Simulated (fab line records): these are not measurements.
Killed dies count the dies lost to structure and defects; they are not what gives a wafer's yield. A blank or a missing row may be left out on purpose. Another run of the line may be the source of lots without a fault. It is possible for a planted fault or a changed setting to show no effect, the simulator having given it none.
Matching of chambers + flow n5 finfet + N5_BEOL_M3_ETCH_74 on rie diel-03 has 4 sister chambers
The step etches underlayer in N2/H2, target depth 6.5 nm, time 5.2 s. 19 wafers are shown with their chamber, then 9 later ones without.

## EACH WAFER AND ITS CHAMBER
| wafer  | chamber | drypump motor current A (A) | throttle valve pct (%) | etch rf on time s (s) |
|--------|---------|-----------------------------|------------------------|-----------------------|
| L806.1 | 0       | 5.8                         | 18.01                  | 4.93                  |
| L806.4 | 1       | 5.6                         | 18.08                  | 5.12                  |
| L806.6 | 1       | 5.6                         | 18.10                  | 5.13                  |
| L807.3 | 0       | 5.9                         | 18.02                  | 4.90                  |
| L807.4 | 3       | 5.5                         | 17.72                  | 5.21                  |
| L807.5 | 0       | 5.9                         | 18.03                  | 4.93                  |
| L814.1 | 3       | 5.5                         | 17.75                  | 5.19                  |
| L814.3 | 0       | 5.8                         | 18.06                  | 4.97                  |
| L814.4 | 1       | 5.6                         | 18.10                  | 5.00                  |
| L813.1 | 3       | 5.5                         | 17.75                  | 5.22                  |
| L813.4 | 0       | 5.8                         | 18.05                  | 4.93                  |
| L813.6 | 3       | 5.5                         | 17.75                  | 5.18                  |
| L819.3 | 1       | 5.6                         | 18.13                  | 5.09                  |
| L819.4 | 2       | 6.6                         | 17.16                  | 5.15                  |
| L819.5 | 1       | 5.6                         | 18.16                  | 5.06                  |
| L820.4 | 2       | 6.5                         | 17.16                  | 5.19                  |
| L820.5 | 0       | 5.8                         | 18.10                  | 4.96                  |
| L823.3 | 2       | 6.5                         | 17.17                  | 5.11                  |
| L823.4 | 3       | 5.5                         | 17.33                  | 5.14                  |

SIGNATURES (means of the wafers above)
| reading                 | chamber 0 | chamber 1 | chamber 2 | chamber 3 | scatter within a chamber |
|-------------------------|-----------|-----------|-----------|-----------|--------------------------|
| drypump motor current A | 5.833     | 5.600     | 6.533     | 5.500     | 0.0365                   |
| throttle valve pct      | 18.0450   | 18.1140   | 17.1633   | 17.6600   | 0.0987                   |
| etch rf on time s       | 4.9367    | 5.0800    | 5.1500    | 5.1880    | 0.0376                   |
Rule: for each reading, subtract the chamber's mean from the wafer's reading, divide by that reading's scatter and square the result; add these up over the readings and take the root, which gives the wafer's distance from the chamber. If the next closest chamber is less than 2 further off than the closest, the wafer can't be placed; otherwise it belongs to the closest. The scatter: take each reading less its chamber's mean, square it, sum over the shown wafers, divide by the number of wafers less the number of chambers, and take the root.

## WAFERS MISSING THEIR CHAMBER
| wafer  | drypump motor current A (A) | throttle valve pct (%) | etch rf on time s (s) |
|--------|-----------------------------|------------------------|-----------------------|
| L826.1 | 6.6                         | 17.19                  | 5.11                  |
| L826.4 | 5.6                         | 18.16                  | 5.02                  |
| L826.6 | 5.5                         | 17.34                  | 5.18                  |
| L827.1 | 5.6                         | 18.18                  | 4.99                  |
| L827.4 | 6.6                         | 17.20                  | 5.09                  |
| L827.6 | 6.5                         | 17.16                  | 5.02                  |
| L828.2 | 5.5                         | 17.34                  | 5.15                  |
| L828.5 | 5.8                         | 18.09                  | 5.00                  |
| L828.6 | 5.5                         | 17.34                  | 5.26                  |

## THE CHAMBER EACH PASSED THROUGH
| wafer  | from the rows above | in truth |
|--------|---------------------|----------|
| L826.1 | 2                   | 2        |
| L826.4 | 1                   | 1        |
| L826.6 | 3                   | 3        |
| L827.1 | 1                   | 1        |
| L827.4 | 2                   | 2        |
| L827.6 | 2                   | 2        |
| L828.2 | 3                   | 3        |
| L828.5 | 0                   | 0        |
| L828.6 | 3                   | 3        |
Correctly placed: 9 of 9. Number that these rows cannot place: 0. 0 placed wrongly.
